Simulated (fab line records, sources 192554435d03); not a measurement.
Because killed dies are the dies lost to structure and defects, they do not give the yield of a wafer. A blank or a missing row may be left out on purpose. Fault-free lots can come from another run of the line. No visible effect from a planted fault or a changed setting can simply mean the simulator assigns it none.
Matching of chambers    flow n5_finfet    N5_PASSIVATION_STRIP_14 on rie_diel-05 has 4 sister chambers
The step strips in O2. 4 wafers are shown with their chamber, then 12 later ones without.

WAFERS PAIRED WITH THEIR CHAMBERS
wafer   chamber  drypump_motor_current_A (A)
L084.2  2        5.1
L087.1  0        5.5
L087.2  3        5.2
L087.3  1        6.3

WAFERS WHOSE CHAMBER IS MISSING
wafer   drypump_motor_current_A (A)
L088.2  5.5
L088.3  6.3
L088.6  5.5
L089.1  6.4
L089.2  5.5
L089.5  6.4
L094.1  5.1
L094.4  5.2
L094.5  5.5
L092.3  6.4
L092.4  5.1
L092.5  5.5

CHAMBER TAKEN BY EACH
wafer   from the rows above  in truth
L088.2  0                    0
L088.3  1                    1
L088.6  0                    0
L089.1  1                    1
L089.2  0                    0
L089.5  1                    1
L094.1  2                    2
L094.4  3                    3
L094.5  0                    0
L092.3  1                    1
L092.4  2                    2
L092.5  0                    0
Placed correctly: 12 of 12. Number that these rows cannot place: 0. Wrongly placed: 0.
How it was worked out, from the rows above alone: a wafer's distance from a chamber is the root of the sum, over the readings, of the square of ((its reading less the chamber's mean) divided by the reading's scatter). The wafer belongs to the nearest chamber; if the next one is less than 2 further off, it can't be placed. The mean given for a chamber averages the wafers shown for that chamber. The scatter (one wafer shown for each chamber): square how far every hidden wafer sits from the nearest shown wafer, average those squares and take the square root.
